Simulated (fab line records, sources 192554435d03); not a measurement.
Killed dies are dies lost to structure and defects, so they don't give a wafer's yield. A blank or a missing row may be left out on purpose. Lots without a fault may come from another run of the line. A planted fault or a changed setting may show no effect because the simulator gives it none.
Split-lot experiment | flow n5_finfet | 7 lots, 21 wafers read, on a route of 1938 steps

THE SPLIT
At N5_BEOL_M7_ETCH_66 (etches SOC in N2/H2, target depth 80 nm, overetch 16 nm, time 120 s), the setting time_s was moved away from the recipe's 120 s on 3 of the 21 wafers read, by -17.0% to +15.0%. The other wafers ran this setting at the recipe's value.

The reading is taken at the split's own step.

THE READING
SiARC_of_BEOL_M7_COAT_64.thk_nm (the simulator's own value, which no gauge read), in nm, at N5_BEOL_M7_ETCH_66 (etches SOC in N2/H2, target depth 80 nm, overetch 16 nm, time 120 s). The file gives no usual value for it. The 18 wafers here that ran the recipe average 6.4 nm, standard deviation 0.15 nm.

wafer  | tool, chamber at the split | time_s as run, s | against the recipe | SiARC_of_BEOL_M7_COAT_64.thk_nm, nm | against lot-mates on the recipe
L074.3 | rie_diel-04, 1,0,0         | 120              | recipe             | 6.4                                 | -
L074.4 | rie_diel-04, 1,0,0         | 120              | recipe             | 6.4                                 | -
L074.6 | rie_diel-04, 1,0,0         | 120              | recipe             | 6.4                                 | -
L075.1 | rie_diel-04, 3,0           | 120              | recipe             | 6.4                                 | -
L075.3 | rie_diel-04, 3,0           | 120              | recipe             | 6.4                                 | -
L075.4 | rie_diel-04, 1             | 99.61            | -17.0%             | 7.4                                 | +1.0
L077.1 | rie_diel-04, 2             | 120              | recipe             | 6.6                                 | -
L077.3 | rie_diel-04, 3             | 120              | recipe             | 6.4                                 | -
L077.6 | rie_diel-04, 2             | 130              | +8.3%              | 6                                   | -0.5
L085.2 | rie_diel-06, 3             | 120              | recipe             | 6.2                                 | -
L085.3 | rie_diel-06, 1             | 120              | recipe             | 6                                   | -
L085.4 | rie_diel-06, 3             | 120              | recipe             | 6.4                                 | -
L086.2 | rie_diel-06, 0,3           | 120              | recipe             | 6.4                                 | -
L086.3 | rie_diel-06, 0,3           | 120              | recipe             | 6.4                                 | -
L086.5 | rie_diel-06, 3             | 138              | +15.0%             | 5.6                                 | -0.8
L089.1 | rie_diel-06, 0             | 120              | recipe             | 6.6                                 | -
L089.4 | rie_diel-06, 3             | 120              | recipe             | 6.4                                 | -
L089.6 | rie_diel-06, 1             | 120              | recipe             | 6.2                                 | -
L093.1 | rie_diel-04, 1             | 120              | recipe             | 6.2                                 | -
L093.5 | rie_diel-04, 1             | 120              | recipe             | 6.2                                 | -
L093.6 | rie_diel-04, 0             | 120              | recipe             | 6.6                                 | -
Where a row lists several chambers, the file gives one row for several wafers and doesn't say which wafer went through which chamber.

THE FIT
A straight line over all 21 wafers: SiARC_of_BEOL_M7_COAT_64.thk_nm changes by -0.0552 nm for each +1% of time_s; r = -0.90; the points scatter about the line by 0.15 nm.
The same after taking each lot's own level away (the mean of its wafers on the recipe; 21 wafers): -0.0569 nm for each +1%; r = -0.93; scatter 0.12 nm.
On that fit, the largest move of time_s shifts the reading by 0.97 nm.
The lots' own levels span 6.20 to 6.50 nm, that is 2.0 times the standard deviation above.
So the lot-to-lot level changes the slope little: the two slopes agree.
Check: with one of the wafers moved furthest among these (-17.0%) left out of the fit, the line predicts +0.93 nm for it against its lot-mates. It came out at +1 nm against them.

OTHER SPLITS ON THESE WAFERS
These wafers also went through other splits before the reading. Each is held against what the fit with the lots' levels taken away leaves over:
other split on the same wafers | wafers away from the commonest value | r with SiARC_of_BEOL_M7_COAT_64.thk_nm (lot level and that fit taken away)
N5_BEOL_M5_EXPOSE_25 dose_mj   | 4                                    | +0.07
N5_BEOL_M6_COAT_22 spin_rpm    | 7                                    | -0.07
N5_BEOL_M6_EXPOSE_25 dose_mj   | 10                                   | -0.10
N5_BEOL_M6_ETCH_66 bias_w      | 8                                    | -0.06
N5_BEOL_M6_VIA_ETCH_34 time_s  | 6                                    | -0.01

THE FILE'S OWN FIT
SiARC_of_BEOL_M7_COAT_64.thk_nm changes by -0.0569 nm for each +1% of time_s, r = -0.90.
